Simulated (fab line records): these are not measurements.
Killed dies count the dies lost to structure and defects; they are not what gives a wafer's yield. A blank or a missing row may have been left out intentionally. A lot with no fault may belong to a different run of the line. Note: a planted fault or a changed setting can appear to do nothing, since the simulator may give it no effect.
Which tool is to blame?	flow nandHarc	39 wafers from 13 lots sampled at 6 of the route's 1159 steps

## WHAT THE GAUGES READ, wafer by wafer
NHARC_P_STI_INSPECT_11. Usual: rawDefectCount at 5.6, with a standard deviation of 2.6.
lot	measured	on	rawDefectCount	flag
L434	day 2 13:14	defectInspect-01	4 5 9	
L435	day 2 20:01	defectInspect-02	5 8 3	
L438	day 3 11:05	defectInspect-01	5 6 4	
L440	day 3 23:51	defectInspect-02	5 3 2	
L442	day 4 11:29	defectInspect-02	6 2 10	
L444	day 4 23:28	defectInspect-01	4 8 5	
L445	day 5 07:38	defectInspect-02	9 3 6	
L446	day 5 07:28	defectInspect-02	7 5 7	
L447	day 5 18:59	defectInspect-02	6 3 3	
L448	day 6 00:58	defectInspect-02	1139 1172 1150	OFF
L449	day 6 05:18	defectInspect-02	1 8 4	
L450	day 6 11:06	defectInspect-02	1168 1172 1211	OFF
L451	day 6 17:07	defectInspect-02	3 2 3	

NHARC_P_GATE_CD_MEAS_11 targets a cd of 1640 nm. Usual: cdNm at 1640.5 nm, with a standard deviation of 1.6.
lot	measured	on	cdNm (nm)	flag
L434	day 4 03:40	cdSem-02	1639.0 1643.9 1638.3	
L435	day 4 08:43	cdSem-01	1640.4 1639.5 1641.4	
L438	day 5 03:25	cdSem-01	1640.8 1639.1 1643.5	
L440	day 5 11:49	cdSem-02	1639.0 1639.6 1641.2	
L442	day 6 03:35	cdSem-01	1638.4 1641.3 1640.0	
L444	day 6 08:19	cdSem-02	1640.0 1640.2 1639.8	
L445	day 7 08:45	cdSem-03	1641.2 1640.3 1642.4	
L446	day 7 08:55	cdSem-03	1638.8 1641.2 1641.5	
L447	day 7 09:04	cdSem-03	1643.3 1641.7 1643.5	
L448	day 7 14:28	cdSem-03	1640.3 1641.0 1640.2	
L449	day 7 22:48	cdSem-03	1637.7 1640.2 1638.2	
L450	day 7 22:46	cdSem-02	1641.5 1641.5 1641.7	
L451	day 8 10:16	cdSem-03	1639.5 1640.8 1639.0	

NHARC_END_SORT_01. Usual: killedAtArray 25, standard deviation 9.5; killedAtOther 0.8, standard deviation 1.2; killedAtPeriphery 3.4, standard deviation 2.2; killedDies 29, standard deviation 10; killedOpen 3.3, standard deviation 1.8; killedShort 2.1, standard deviation 1.4.
lot	measured	on	killedAtArray	killedAtOther	killedAtPeriphery	killedDies	killedOpen	killedShort	flag
L445	day 23 07:20	prober-02	19 23	2 5	6 2	27 30	7 1	3 3	
L448	day 23 19:14	prober-01	34 20 24	1 4 4	61 46 106	96 70 134	2 1 2	4 1 3	OFF
L450	day 23 21:16	prober-02	49 35 42	2 0 1	104 98 107	155 133 150	4 3 6	0 2 1	OFF

## EACH LOT AND THE TOOL THAT RAN IT (in order: tool; ch and the chambers of the sampled wafers; start)
lot	NHARC_P_STI_ETCH_26	NHARC_P_STI_DESCUM_14	NHARC_P_GATE_HM_DEP_102
L434	wetBench-03 ch 2,5,6, day 1 19:47	rieDiel-03 ch 0,1,3, day 2 13:23	aclDep-02 ch 0, day 4 16:14
L435	wetBench-03 ch 0,4,7, day 2 01:38	rieDiel-12 ch 0,1,3, day 2 20:10	aclDep-02 ch 0, day 5 00:36
L438	wetBench-03 ch 1,2,3, day 2 19:42	rieDiel-12 ch 0,1,3, day 3 11:15	aclDep-02 ch 0, day 5 18:24
L440	wetBench-09 ch 2,6,7, day 3 08:26	rieDiel-03 ch 1,3, day 3 23:59	aclDep-03 ch 0, day 6 07:10
L442	wetBench-05 ch 0,4,5, day 3 19:40	rieDiel-12 ch 0,1,2, day 4 11:38	aclDep-02 ch 0, day 6 16:16
L444	wetBench-03 ch 3,5,6, day 4 07:48	rieDiel-03 ch 0,1,3, day 4 23:37	aclDep-03 ch 0, day 6 20:50
L445	wetBench-03 ch 4,5,7, day 4 13:31	rieDiel-12 ch 0,1,2, day 5 07:47	aclDep-01 ch 0, day 7 22:00
L446	wetBench-03 ch 0,2,3, day 4 19:25	rieDiel-06 ch 0,1,3, day 5 07:37	aclDep-03 ch 0, day 7 21:44
L447	wetBench-03 ch 1,3,4, day 5 02:08	rieDiel-12 ch 0,1,3, day 5 19:07	aclDep-01 ch 0, day 7 21:22
L448	wetBench-03 ch 2,4,5, day 5 07:47	rieDiel-12 ch 2,3, day 6 01:06	aclDep-03 ch 0, day 8 07:31
L449	wetBench-05 ch 0,3,6, day 5 13:52	rieDiel-03 ch 1,2,3, day 6 05:28	aclDep-01 ch 0, day 8 14:44
L450	wetBench-03 ch 0,6,7, day 5 19:37	rieDiel-12 ch 0,3, day 6 11:14	aclDep-03 ch 0, day 8 13:58
L451	wetBench-05 ch 0,1,2, day 6 01:49	rieDiel-06 ch 0,1,3, day 6 17:14	aclDep-03 ch 0, day 8 23:09
- NHARC_P_STI_ETCH_26: etches SiO2 in dHF, target depth 11 nm.
- NHARC_P_STI_DESCUM_14: chemistry O2, time 3 s.
- NHARC_P_GATE_HM_DEP_102: deposits aC, target thk 120 nm.

## WHAT THE TOOLS THEMSELVES READ (means of the sampled wafers that have a number; where no wafer has one, the mark that the record gives instead)
NHARC_P_STI_DESCUM_14. Usual: chamberPressureMTorr 60.00 mTorr, standard deviation 0.055; drypumpMotorCurrentA 5.6 A, standard deviation 0.39; oesProductAu 1.000 a.u., standard deviation 0.01; rfVppV 57.7 V, standard deviation 0.86; showerheadPlenumPTorr 1.91 Torr, standard deviation 0.072; throttleValvePct 11.312 %, standard deviation 0.008.
lot	tool	chamberPressureMTorr (mTorr)	drypumpMotorCurrentA (A)	oesProductAu (a.u.)	rfVppV (V)	showerheadPlenumPTorr (Torr)	throttleValvePct (%)	flag
L434	rieDiel-03	59.99	5.8	0.997	58.1	1.94	11.308	
L435	rieDiel-12	59.94	5.6	1.007	57.2	1.89	11.312	
L438	rieDiel-12	59.99	5.6	0.999	58.6	1.89	11.318	
L440	rieDiel-03	60.02	5.8	0.989	57.4	1.93	11.311	
L442	rieDiel-12	60.00	5.7	1.005	58.0	1.92	11.308	
L444	rieDiel-03	59.97	5.8	0.990	57.3	1.94	11.316	
L445	rieDiel-12	60.02	5.7	1.013	57.4	1.92	11.316	
L446	rieDiel-06	60.00	5.5	0.997	58.6	1.92	11.318	
L447	rieDiel-12	60.03	5.6	1.007	57.8	1.89	11.317	
L448	rieDiel-12	59.97	5.3	1.000	57.2	1.98	11.310	
L449	rieDiel-03	60.02	6.0	1.004	57.9	1.90	11.314	
L450	rieDiel-12	59.97	5.4	1.010	57.8	1.89	11.303	
L451	rieDiel-06	60.03	5.5	0.991	57.6	1.92	11.309	

NHARC_P_GATE_HM_DEP_102. Usual: throttleValvePct at 35.001 %, with a standard deviation of 0.0089.
lot	tool	throttleValvePct (%)	flag
L434	aclDep-02	34.999	
L435	aclDep-02	34.998	
L438	aclDep-02	34.998	
L440	aclDep-03	34.996	
L442	aclDep-02	35.010	
L444	aclDep-03	35.008	
L445	aclDep-01	35.002	
L446	aclDep-03	34.997	
L447	aclDep-01	34.995	
L448	aclDep-03	35.011	
L449	aclDep-01	34.997	
L450	aclDep-03	34.998	
L451	aclDep-03	35.010	

## THE ANSWER, worked out from the rows above alone
Rule: a lot is off if the mean of its wafers that have a number lies more than 3 standard deviations from the usual mean. A lot without any number at a reading at which 4 lots or more have one is off too. Any other lot the step has rows for is counted as sound. Order of review: gauges by route order, followed by the tools' own readings, for which a lot's mean as printed above is used. At the first step where some lot is off, the reading lying furthest off is the one used; lots without a number count as furthest.
Off: L448, L450, at NHARC_P_STI_INSPECT_11 (rawDefectCount).
If a tool, at a process step before that reading, ran all the lots that are off and no sound lot after the first of them, it fits. The gauges at NHARC_P_STI_INSPECT_11 aren't tried: what is off there is off at NHARC_END_SORT_01 too, on other tools, and a gauge's error can't cause that. One fits: wetBench-03 at NHARC_P_STI_ETCH_26. Its last sound lot is L447 (day 5 02:08), its first lot that is off L448 (day 5 07:47): a fault that began between those two fits.

## WHAT THE SIMULATOR HAD PUT IN
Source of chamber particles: wetBench-03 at NHARC_P_STI_ETCH_26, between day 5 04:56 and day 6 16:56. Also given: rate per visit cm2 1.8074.
Lots struck among those shown: L448, L450. The rule above found the same.
